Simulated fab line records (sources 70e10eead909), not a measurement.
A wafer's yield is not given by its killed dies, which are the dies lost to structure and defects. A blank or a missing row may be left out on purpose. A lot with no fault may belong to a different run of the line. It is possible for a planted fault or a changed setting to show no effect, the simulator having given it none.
Which tool is to blame? | flow nand-harc | Sampling: 24 lots, 72 wafers, 5 of 1159 route steps

WHAT EACH GAUGE READ, for each wafer
NHARC_A_STAIRCASE_INSPECT_155.
lot  | measured     | on                | raw-defect-count
L075 | day 14 01:40 | defect-inspect-01 | 335 643 350
L074 | day 14 01:44 | defect-inspect-01 | 314 250 357
L076 | day 14 10:53 | defect-inspect-02 | 444 437 438
L079 | day 14 11:04 | defect-inspect-02 | 344 320 374
L077 | day 14 11:09 | defect-inspect-02 | 248 297 300
L078 | day 14 16:03 | defect-inspect-01 | 582 358 815
L081 | day 15 11:07 | defect-inspect-01 | 242 264 492
L080 | day 15 21:17 | defect-inspect-01 | 358 417 413
L083 | day 15 21:48 | defect-inspect-01 | 158 194 159
L084 | day 16 07:54 | defect-inspect-01 | 390 258 457
L082 | day 16 07:59 | defect-inspect-02 | 813 587 464
L085 | day 17 01:27 | defect-inspect-02 | 357 292 370
L086 | day 17 01:44 | defect-inspect-02 | 352 439 257
L089 | day 17 01:55 | defect-inspect-02 | 318 511 251
L087 | day 17 03:13 | defect-inspect-02 | 454 352 242
L088 | day 17 15:45 | defect-inspect-01 | 465 833 573
L090 | day 18 06:43 | defect-inspect-02 | 518 325 644
L091 | day 18 06:44 | defect-inspect-02 | 276 375 315
L093 | day 18 07:20 | defect-inspect-02 | 441 248 508
L094 | day 18 15:28 | defect-inspect-02 | 344 289 223
L096 | day 18 21:13 | defect-inspect-02 | 225 352 436
L092 | day 18 21:29 | defect-inspect-01 | 324 480 306
L095 | day 18 21:32 | defect-inspect-02 | 408 423 394
L097 | day 19 18:32 | defect-inspect-01 | 265 413 307

NHARC_A_CONTACT_INSPECT_71.
lot  | measured     | on                | raw-defect-count
L075 | day 16 22:29 | defect-inspect-01 | 45 31 36
L074 | day 16 17:08 | defect-inspect-02 | 12 14 16
L076 | day 17 06:21 | defect-inspect-02 | 26 26 24
L079 | day 17 02:11 | defect-inspect-02 | 8 14 8
L077 | day 17 01:38 | defect-inspect-01 | 20 17 24
L078 | day 17 07:57 | defect-inspect-02 | 35 37 30
L081 | day 18 01:47 | defect-inspect-01 | 35 38 41
L080 | day 18 09:34 | defect-inspect-02 | 21 26 22
L083 | day 18 11:24 | defect-inspect-02 | 45 37 40
L084 | day 19 06:20 | defect-inspect-01 | 30 21 26
L082 | day 19 02:32 | defect-inspect-02 | 23 24 29
L085 | day 19 23:21 | defect-inspect-01 | 43 48 52
L086 | day 19 18:04 | defect-inspect-01 | 34 35 38
L089 | day 20 06:54 | defect-inspect-01 | 6 12 10
L087 | day 19 19:58 | defect-inspect-02 | 17 15 18
L088 | day 20 09:11 | defect-inspect-01 | 17 23 23
L090 | day 21 00:30 | defect-inspect-01 | 44 51 63
L091 | day 20 21:52 | defect-inspect-01 | 19 4 18
L093 | day 21 07:32 | defect-inspect-02 | 12 13 13
L094 | day 21 09:13 | defect-inspect-01 | 43 34 35
L096 | day 22 00:10 | defect-inspect-02 | 11 14 14
L092 | day 21 23:21 | defect-inspect-02 | 45 60 54
L095 | day 22 03:52 | defect-inspect-02 | 68 57 62
L097 | day 22 14:28 | defect-inspect-01 | 20 20 22

TOOL THAT RAN EACH LOT (tool first, then ch and the chambers of the sampled wafers, then the start)
lot  | NHARC_A_CONTACT_DESCUM_47          | NHARC_A_CONTACT_ETCH_113             | NHARC_A_CONTACT_ETCH_115
L075 | rie-diel-03 ch 0,1,2, day 16 14:56 | har-cap-etch-03 ch 0,1, day 16 16:29 | har-cap-etch-03 ch 0,1, day 16 16:40
L074 | rie-diel-03 ch 1,2,3, day 16 09:13 | har-cap-etch-02 ch 0,1, day 16 10:47 | har-cap-etch-02 ch 0,1, day 16 10:58
L076 | rie-diel-05 ch 1,2, day 16 22:37   | har-cap-etch-03 ch 0,1, day 17 00:58 | har-cap-etch-03 ch 0,1, day 17 01:10
L079 | rie-diel-03 ch 0,1,3, day 16 18:56 | har-cap-etch-02 ch 0,1, day 16 20:40 | har-cap-etch-02 ch 0,1, day 16 20:52
L077 | rie-diel-03 ch 0,1, day 16 17:11   | har-cap-etch-02 ch 0,1, day 16 18:45 | har-cap-etch-02 ch 0,1, day 16 18:56
L078 | rie-diel-03 ch 0,1, day 17 00:53   | har-cap-etch-01 ch 0,1, day 17 02:29 | har-cap-etch-01 ch 0,1, day 17 02:40
L081 | rie-diel-03 ch 1,2,3, day 17 19:02 | har-cap-etch-03 ch 0,1, day 17 20:34 | har-cap-etch-03 ch 0,1, day 17 20:45
L080 | rie-diel-03 ch 0,1,3, day 18 02:25 | har-cap-etch-02 ch 0,1, day 18 04:19 | har-cap-etch-02 ch 0,1, day 18 04:29
L083 | rie-diel-05 ch 1,2,3, day 18 04:03 | har-cap-etch-03 ch 0,1, day 18 05:43 | har-cap-etch-03 ch 0,1, day 18 05:58
L084 | rie-diel-03 ch 0,2,3, day 18 22:05 | har-cap-etch-01 ch 0,1, day 18 23:37 | har-cap-etch-01 ch 0,1, day 18 23:49
L082 | rie-diel-05 ch 0,1,3, day 18 19:46 | har-cap-etch-03 ch 0,1, day 18 21:20 | har-cap-etch-03 ch 0,1, day 18 21:31
L085 | rie-diel-13 ch 0,1,3, day 19 15:38 | har-cap-etch-02 ch 0,1, day 19 18:08 | har-cap-etch-02 ch 0,1, day 19 18:19
L086 | rie-diel-13 ch 0,1,2, day 19 11:10 | har-cap-etch-02 ch 0,1, day 19 12:45 | har-cap-etch-02 ch 0,1, day 19 12:56
L089 | rie-diel-05 ch 0,1,2, day 19 22:53 | har-cap-etch-02 ch 0,1, day 20 00:32 | har-cap-etch-02 ch 0,1, day 20 00:43
L087 | rie-diel-03 ch 1,2,3, day 19 11:54 | har-cap-etch-03 ch 0,1, day 19 13:40 | har-cap-etch-03 ch 0,1, day 19 13:51
L088 | rie-diel-03 ch 0,1,2, day 20 01:02 | har-cap-etch-02 ch 0,1, day 20 02:55 | har-cap-etch-02 ch 0,1, day 20 03:05
L090 | rie-diel-13 ch 0,1,3, day 20 17:01 | har-cap-etch-02 ch 0,1, day 20 18:34 | har-cap-etch-02 ch 0,1, day 20 18:44
L091 | rie-diel-05 ch 1,2,3, day 20 14:35 | har-cap-etch-03 ch 0,1, day 20 16:14 | har-cap-etch-03 ch 0,1, day 20 16:25
L093 | rie-diel-13 ch 0,2,3, day 20 20:41 | har-cap-etch-03 ch 0, day 20 22:21   | har-cap-etch-03 ch 0, day 20 22:32
L094 | rie-diel-03 ch 2,3, day 20 22:58   | har-cap-etch-02 ch 0,1, day 21 00:42 | har-cap-etch-02 ch 0,1, day 21 00:53
L096 | rie-diel-05 ch 0,1,2, day 21 17:22 | har-cap-etch-01 ch 0,1, day 21 18:55 | har-cap-etch-01 ch 0,1, day 21 19:06
L092 | rie-diel-03 ch 1,2, day 21 16:30   | har-cap-etch-03 ch 0,1, day 21 18:03 | har-cap-etch-03 ch 0,1, day 21 18:14
L095 | rie-diel-05 ch 1,2,3, day 21 20:01 | har-cap-etch-03 ch 0,1, day 21 21:35 | har-cap-etch-03 ch 0,1, day 21 21:46
L097 | rie-diel-05 ch 1,2,3, day 22 06:59 | har-cap-etch-03 ch 0,1, day 22 08:53 | har-cap-etch-03 ch 0,1, day 22 09:04
- NHARC_A_CONTACT_DESCUM_47: chemistry O2, time 3 s.
- NHARC_A_CONTACT_ETCH_113: etches the open film in C4F8/O2/Ar, time 94 s, target depth 922 nm.
- NHARC_A_CONTACT_ETCH_115: etches the open film in C4F8/O2/Ar, time 94 s, target depth 922 nm.

WHAT THE TOOLS THEMSELVES READ (means of the sampled wafers that have a number; where no wafer has one, the mark that the record gives instead)
NHARC_A_CONTACT_DESCUM_47.
lot  | tool        | drypump-motor-current-A (A) | o2-flow-sccm (sccm) | oes-product-au (a.u.) | rf-vpp-V (V) | showerhead-plenum-p-Torr (Torr) | throttle-valve-pct (%)
L075 | rie-diel-03 | 5.9                         | 200.0               | 0.991                 | 57.9         | 1.91                            | 11.316
L074 | rie-diel-03 | 5.8                         | 200.3               | 0.999                 | 56.9         | 1.86                            | 11.304
L076 | rie-diel-05 | 5.6                         | 200.0               | 0.996                 | 57.7         | 1.91                            | 11.310
L079 | rie-diel-03 | 5.8                         | 200.5               | 0.995                 | 57.3         | 1.82                            | 11.319
L077 | rie-diel-03 | 6.1                         | 200.3               | 0.986                 | 56.9         | 1.83                            | 11.311
L078 | rie-diel-03 | 5.8                         | 200.1               | 0.983                 | 56.9         | 1.87                            | 11.313
L081 | rie-diel-03 | 5.8                         | 200.0               | 0.990                 | 57.8         | 1.96                            | 11.310
L080 | rie-diel-03 | 5.7                         | 200.3               | 0.995                 | 58.5         | 1.92                            | 11.310
L083 | rie-diel-05 | 5.5                         | 199.7               | 1.006                 | 58.2         | 1.90                            | 11.309
L084 | rie-diel-03 | 5.6                         | 200.2               | 0.989                 | 59.6         | 2.00                            | 11.307
L082 | rie-diel-05 | 5.7                         | 199.8               | 1.013                 | 57.6         | 1.88                            | 11.315
L085 | rie-diel-13 | 5.8                         | 200.2               | 0.999                 | 57.3         | 1.80                            | 11.318
L086 | rie-diel-13 | 5.5                         | 200.6               | 0.985                 | 58.3         | 1.87                            | 11.298
L089 | rie-diel-05 | 5.8                         | 199.7               | 1.000                 | 57.6         | 1.88                            | 11.314
L087 | rie-diel-03 | 5.8                         | 200.8               | 0.993                 | 58.0         | 1.96                            | 11.298
L088 | rie-diel-03 | 5.9                         | 200.1               | 0.996                 | 57.2         | 1.90                            | 11.309
L090 | rie-diel-13 | 5.8                         | 200.3               | 0.999                 | 58.4         | 2.02                            | 11.307
L091 | rie-diel-05 | 5.6                         | 199.9               | 1.013                 | 57.4         | 1.90                            | 11.304
L093 | rie-diel-13 | 5.6                         | 200.1               | 0.999                 | 58.5         | 1.97                            | 11.305
L094 | rie-diel-03 | 5.6                         | 199.8               | 0.999                 | 58.9         | 2.04                            | 11.314
L096 | rie-diel-05 | 5.8                         | 200.0               | 0.997                 | 57.1         | 1.88                            | 11.311
L092 | rie-diel-03 | 5.9                         | 200.2               | 0.992                 | 57.2         | 1.94                            | 11.309
L095 | rie-diel-05 | 5.5                         | 199.8               | 1.003                 | 57.3         | 1.89                            | 11.310
L097 | rie-diel-05 | 5.5                         | 200.0               | 0.998                 | 57.5         | 1.89                            | 11.318

THE ANSWER, worked out from the rows above alone
Rule: what is usual is taken from the lots themselves. The widest of any qualifying gaps counts: lots, ordered by their means at a reading, are off when they make up no more than a third of the lots, leave a main group of 4 or more, and stand apart from it by 3 or more times the standard deviation of that group's means. The tables above print the reading to a certain number of digits; a main group whose means all agree to those digits is not used. Also off: a lot with no number at a reading for which 4 or more lots have one. The other lots that the step has rows for count as sound. After the gauges, taken in route order, come the tools' own readings; for these a lot's mean is taken, as printed above. The first step at which some lot is off is used, and at that step the reading that is off furthest; a lot without a number counts as furthest.
Nothing can be told from this: no lot is off at any reading shown.

WHAT THE SIMULATOR HAD INSERTED
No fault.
